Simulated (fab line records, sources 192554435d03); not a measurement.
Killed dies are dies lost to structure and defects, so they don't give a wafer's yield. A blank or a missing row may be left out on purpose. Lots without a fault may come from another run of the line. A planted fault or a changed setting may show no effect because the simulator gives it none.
fab line records | flow n5_finfet
record lots=14 wafers=42 last_day=18
route steps=1938 shown BEOL_M10@1473
lots that met no fault: from a run of the same line without faults
start_h: hours from the record's first day to the start of the lot's first wafer shown | wait_h: hours since the lot's step before | " the same as in the row above | L1.1+2: a row that stands for several wafers | - no value, or no start given | * or withheld: withheld | < > ~ a bound
route shown NAME@n: a module of which the file shows steps, and the number in the route of the first | usual: mean/standard deviation of fault-free wafers | same: alike in all rows | chamber/n: place in a boat | sites: the reading at each site | _std_site: their standard deviation | _edge_site: outer sites' mean less inner sites' | radius_mm: how far each site lies from the wafer's centre | mask NAME#n: copy n | behind: the tool/chamber that last shaped the wafer | hold: why the lot was held/for how many hours/how that ended | device: the transistor (n, p or np) that didn't switch | end of line: the same wafers' tests at the end of the route | a step without rows: its recipe alone | killed: dies lost to structure and defects at the first sort, not the wafer's yield | map: a wafer's dies, x killed, . not, _ none there
set.NAME: the setting as run; set.NAME@STEP: as run at that earlier step | model.NAME: the simulator's own value behind a step, which no gauge read
steps of the route over a sample of lots; a table a step, a row a wafer
services: from which hour (start_h, from the record's first day; less than 0 if before it) a tool's chamber was out of use, for how many hours, and why
## steps
# step N5_BEOL_M10_PECVD_70
# recipe material=SiO2 target_thk_a=200 temp_c=400 precursor=TEOS/O2 pressure_torr=5.5 rf_w=450 teos_flow_sccm=53.8 gas=O2 flow_sccm=3000 time_s=22.7
# usual heater_power_w=679/73 showerhead_plenum_p_Torr=8.80/0.061 throttle_valve_pct=22.6/1.7
# columns lot.wafer tool chamber start_h wait_h heater_power_w showerhead_plenum_p_Torr throttle_valve_pct
L212.1 pecvd-04 2 229.74 0.0 554 8.76 22.1
L212.2 " 0 " " 634 8.73 22.0
L212.3 " 1 " " 779 8.92 23.5
L213.1 pecvd-04 2 240.89 0.0 598 8.77 22.1
L213.4 " 1 " " 648 8.92 23.4
L213.5 " 2 " " 590 8.76 22.1
L214.1 pecvd-03 0 241.21 0.0 713 8.81 21.4
L214.5 " 1 " " 648 8.82 25.6
L214.6 " 2 " " 636 8.75 20.9
L216.2 pecvd-03 1 269.66 0.0 652 8.84 25.9
L216.5 " 0 " " 667 8.80 21.4
L216.6 " 2 " " 747 8.76 21.1
L222.1 pecvd-04 0 298.92 0.0 640 8.76 21.8
L222.2 " 2 " " 623 8.79 22.5
L222.5 " 0 " " 659 8.74 21.9
L224.1 pecvd-03 1 303.24 0.0 567 8.84 25.9
L224.4 " 0 " " 618 8.79 21.7
L224.5 " 2 " " 684 8.74 21.0
L221.1 pecvd-03 0 322.17 0.0 715 8.81 21.1
L221.3 " 1 " " 655 8.84 26.0
L221.5 " 1 " " 667 8.81 25.7
L226.1 pecvd-03 1 326.10 0.0 599 8.84 25.8
L226.2 " 2 " " 708 8.75 20.8
L226.5 " 1 " " 599 8.83 25.8
L228.1 pecvd-03 2 333.26 0.0 751 8.77 21.1
L228.4 " 1 " " 599 8.82 25.9
L228.5 " 0 " " 660 8.78 21.3
L230.1 pecvd-02 2 355.43 0.0 764 8.88 20.3
L230.3 " 1 " " 742 8.76 25.3
L230.5 " 0 " " 655 8.74 22.3
L231.3 pecvd-03 1 355.69 0.0 600 8.84 25.8
L231.5 " 2 " " 685 8.76 21.0
L231.6 " 1 " " 595 8.82 25.6
L232.1 pecvd-02 2 357.55 0.0 831 8.87 20.3
L232.2 " 1 " " 723 8.76 25.2
L232.4 " 2 " " 839 8.85 20.4
L233.2 pecvd-04 2 365.19 0.0 531 8.78 22.5
L233.5 " 1 " " 786 8.95 23.4
L233.6 " 2 " " 533 8.75 22.5
L234.1 pecvd-04 1 386.00 0.0 796 8.92 23.3
L234.2 " 2 " " 597 8.75 22.6
L234.3 " 0 " " 708 8.76 21.9
# step N5_BEOL_M10_INSPECT_13
# recipe mode=adi inspect_instrument=brightfield
# usual raw_defect_count=420/110
# columns lot.wafer tool chamber start_h wait_h raw_defect_count
L212.1 defect_inspect-02 - 230.42 0.0 433
L212.2 " - " " 555
L212.3 " - " " 494
L213.1 defect_inspect-01 - 242.54 0.0 396
L213.4 " - " " 291
L213.5 " - " " 316
L214.1 defect_inspect-01 - 242.70 0.0 526
L214.5 " - " " 903
L214.6 " - " " 543
L216.2 defect_inspect-02 - 271.18 0.0 376
L216.5 " - " " 375
L216.6 " - " " 370
L222.1 defect_inspect-02 - 301.08 0.0 876
L222.2 " - " " 463
L222.5 " - " " 542
L224.1 defect_inspect-02 - 304.76 0.0 464
L224.4 " - " " 472
L224.5 " - " " 698
L221.1 defect_inspect-01 - 323.15 0.0 412
L221.3 " - " " 479
L221.5 " - " " 348
L226.1 defect_inspect-01 - 326.97 0.0 342
L226.2 " - " " 439
L226.5 " - " " 423
L228.1 defect_inspect-01 - 335.40 0.0 209
L228.4 " - " " 337
L228.5 " - " " 407
L230.1 defect_inspect-01 - 358.10 0.0 283
L230.3 " - " " 448
L230.5 " - " " 383
L231.3 defect_inspect-02 - 358.42 0.0 462
L231.5 " - " " 443
L231.6 " - " " 421
L232.1 defect_inspect-02 - 358.80 0.0 585
L232.2 " - " " 479
L232.4 " - " " 385
L233.2 defect_inspect-02 - 366.20 0.0 367
L233.5 " - " " 343
L233.6 " - " " 507
L234.1 defect_inspect-01 - 387.06 0.0 229
L234.2 " - " " 286
L234.3 " - " " 303
# step N5_BEOL_M10_DEVELOP_27
# recipe develop_time_s=30 developer=TMAH resist=CAR-ArF rinse_liquid=diw dry=air_spin dev_temp_c=23
# usual chill_plate_temp_C=23.00/0.1 develop_time_s=30/0
# columns lot.wafer tool chamber start_h wait_h chill_plate_temp_C develop_time_s
L212.1 litho_track-02 0 232.81 - 22.99 30
L212.2 " 0 " " 22.93 30
L212.3 " 0 " " 23.00 30
L213.1 litho_track-03 0 244.47 - 23.02 30
L213.4 " 0 " " 23.11 30
L213.5 " 0 " " 23.00 30
L214.1 litho_track-03 0 244.64 - 23.12 30
L214.5 " 0 " " 22.93 30
L214.6 " 0 " " 23.01 30
L216.2 litho_track-02 0 273.63 - 22.86 30
L216.5 " 0 " " 22.84 30
L216.6 " 0 " " 22.84 30
L222.1 litho_track-04 - 303.68 - - -
L222.2 " - " " - -
L222.5 " - " " - -
L224.1 litho_track-02 - 306.72 - - -
L224.4 " - " " - -
L224.5 " - " " - -
L221.1 litho_track-02 0 324.28 - 22.98 30
L221.3 " 0 " " 23.03 30
L221.5 " 0 " " 22.92 30
L226.1 litho_track-04 0 328.20 - 22.84 30
L226.2 " 0 " " 22.93 30
L226.5 " 0 " " 22.83 30
L228.1 litho_track-02 0 337.92 - 22.92 30
L228.4 " 0 " " 22.98 30
L228.5 " 0 " " 23.02 30
L231.3 litho_track-04 0 361.60 - 23.00 30
L231.5 " 0 " " 22.91 30
L231.6 " 0 " " 22.85 30
L232.1 litho_track-04 0 361.83 - 22.86 30
L232.2 " 0 " " 22.97 30
L232.4 " 0 " " 23.05 30
L230.1 litho_track-03 0 362.00 - 23.04 30
L230.3 " 0 " " 23.08 30
L230.5 " 0 " " 22.88 30
L233.2 litho_track-03 0 367.13 - 23.08 30
L233.5 " 0 " " 23.05 30
L233.6 " 0 " " 23.11 30
L234.1 litho_track-02 0 388.05 - 22.91 30
L234.2 " 0 " " 22.95 30
L234.3 " 0 " " 22.89 30
# step N5_BEOL_M10_STRIP_36
# recipe chemistry=N2/H2 power_w=450 temp_c=40 pressure_mtorr=20 rf_frequency_hz=6e+07 overash_fraction=0.3 bias_power_w=7 h2_frac=0.5 n2_flow_sccm=200 h2_flow_sccm=200
# usual drypump_motor_current_A=5.9/0.37 oes_product_au=0.81/0.088 rf_vpp_V=59.3/1.9 showerhead_plenum_p_Torr=2.58/0.12 throttle_valve_pct=23.59/0.2
# columns lot.wafer tool chamber start_h wait_h drypump_motor_current_A oes_product_au rf_hours_counter_h rf_vpp_V showerhead_plenum_p_Torr throttle_valve_pct
L212.1 rie_diel-02 0 233.23 0.0 5.3 0.83 58 63.4 2.69 23.47
L212.2 " 1 " " 5.5 0.79 103 58.0 2.66 23.47
L212.3 " 2 " " 6.4 0.95 6 59.4 2.50 23.67
L213.1 rie_diel-05 1 244.89 0.0 5.4 0.74 160 60.5 2.33 23.87
L213.4 " 2 " " 5.8 0.87 34 58.3 2.70 23.48
L213.5 " 1 " " 5.4 0.75 - 59.6 2.33 23.87
L214.1 rie_diel-05 1 245.35 0.0 5.4 0.74 160 57.4 2.33 23.88
L214.5 " 1 " " 5.4 0.74 - 58.6 2.33 23.86
L214.6 " 2 " " 5.8 0.87 - 60.7 2.70 23.45
L216.2 rie_diel-02 0 274.06 0.0 5.3 0.81 72 60.3 2.68 23.54
L216.5 " 1 " " 5.5 0.78 - 62.5 2.66 23.55
L216.6 " 0 " " 5.3 0.83 - 58.0 2.68 23.51
L222.1 rie_diel-05 3 304.13 0.0 6.3 0.90 19 61.3 2.60 23.68
L222.2 " 1 " " 5.5 0.73 178 56.8 2.32 23.92
L222.5 " 2 " " 5.8 0.84 - 57.6 2.69 23.46
L224.1 rie_diel-02 1 307.14 0.0 5.5 0.76 131 57.6 2.65 23.54
L224.4 " 2 " " 6.4 0.90 33 61.1 2.49 23.70
L224.5 " 0 " " 5.3 0.81 - 60.8 2.68 23.51
L221.1 rie_diel-04 1 324.70 0.0 6.1 0.97 12 60.7 2.70 23.22
L221.3 " 0 " " 6.3 0.81 98 62.4 2.66 23.50
L221.5 " 2 " " 6.1 0.79 - 60.1 2.45 23.88
L226.1 rie_diel-05 1 328.66 0.0 5.4 0.73 187 61.4 2.32 23.94
L226.2 " 3 " " 6.3 0.89 29 59.2 2.59 23.66
L226.5 " 1 " " 5.4 0.72 - 57.4 2.32 23.91
L228.1 rie_diel-02 2 338.34 0.0 6.4 0.88 43 58.6 2.48 23.68
L228.4 " 0 " " 5.3 0.80 95 58.3 2.67 23.52
L228.5 " 2 " " 6.4 0.89 - 58.4 2.48 23.70
L231.3 rie_diel-04 2 362.10 0.0 6.1 0.79 123 58.7 2.45 23.90
L231.5 " 1 " " 6.1 0.94 - 57.6 2.70 23.20
L231.6 " 2 " " 6.1 0.78 - 59.7 2.44 23.87
L232.1 rie_diel-04 0 362.62 0.0 6.4 0.80 113 57.4 2.66 23.55
L232.2 " 1 " " 6.1 0.92 27 60.8 2.69 23.21
L232.4 " 3 " " 6.1 0.93 8 59.0 2.49 23.36
L230.1 rie_diel-02 3 362.71 0.0 5.9 0.67 247 59.3 2.61 23.66
L230.3 " 0 " " 5.3 0.76 103 57.8 2.67 23.51
L230.5 " 0 " " 5.3 0.78 - 60.9 2.67 23.54
L233.2 rie_diel-05 1 367.55 0.0 5.4 0.71 204 59.8 2.31 23.95
L233.5 " 3 " " 6.3 0.89 - 62.4 2.59 23.71
L233.6 " 2 " " 5.8 0.81 - 58.1 2.68 23.52
L234.1 rie_diel-05 1 388.47 0.0 5.4 0.69 210 59.2 2.31 23.94
L234.2 " 3 " " 6.3 0.86 46 58.9 2.59 23.75
L234.3 " 0 " " 5.5 0.70 234 60.0 2.61 23.46
## services
# columns tool chamber start_h hours kind
pecvd-04 2 216.90 6.0 repair
rie_diel-05 3 226.36 1.8 repair
rie_diel-05 3 228.48 - clean
rie_diel-05 3 228.48 - consumable_replace:focus_ring
rie_diel-05 3 228.48 13.1 scheduled_down
rie_diel-05 3 228.48 13.1 vent_cycle
pecvd-04 0 256.22 2.1 scheduled_down
pecvd-04 2 264.65 2.1 scheduled_down
rie_diel-05 0 267.67 7.6 repair
rie_diel-04 1 277.22 - clean
rie_diel-04 1 277.22 - consumable_replace:focus_ring
rie_diel-04 1 277.22 - consumable_replace:showerhead
rie_diel-04 1 277.22 13.6 scheduled_down
rie_diel-04 1 277.22 13.6 vent_cycle
pecvd-03 0 279.12 5.2 repair
pecvd-03 - 297.02 5.5 pm
pecvd-04 1 317.67 5.5 scheduled_down
rie_diel-02 3 321.37 8.5 repair
rie_diel-04 3 323.22 - clean
pecvd-02 1 333.33 8.4 repair
rie_diel-05 3 337.33 15.2 repair
litho_track-02 - 342.67 - consumable_replace:filter
pecvd-04 0 344.39 3.6 repair
rie_diel-02 1 356.92 13.5 repair
## key
first_sign step=N5_BEOL_M10_DEVELOP_27 reading=tool_record direction=missing
effect none on later readings
met_at N5_BEOL_M10_DEVELOP_27
struck_lots L222,L224
later_rows_left_out L222.1,L222.2,L222.5,L224.1,L224.4,L224.5
sort_left_out L222.1,L222.2,L222.5,L224.1,L224.4,L224.5
not_acting_at N5_BEOL_M10_PECVD_70,N5_BEOL_M10_INSPECT_13,N5_BEOL_M10_STRIP_36
onset_between 273.63 303.68
fault kind=skipped_step_whole tool=litho_track-02,litho_track-04 chamber=- onset_h=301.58 steps=N5_BEOL_M10_DEVELOP_27 scope=struck_lots_only
# sort_left_out: the simulated sort isn't trusted on such a fault, so these wafers' sort isn't shown, and their yield isn't known
# later_rows_left_out: the simulator's readings of these wafers behind a module that went badly wrong aren't trusted and aren't shown, but for the sort
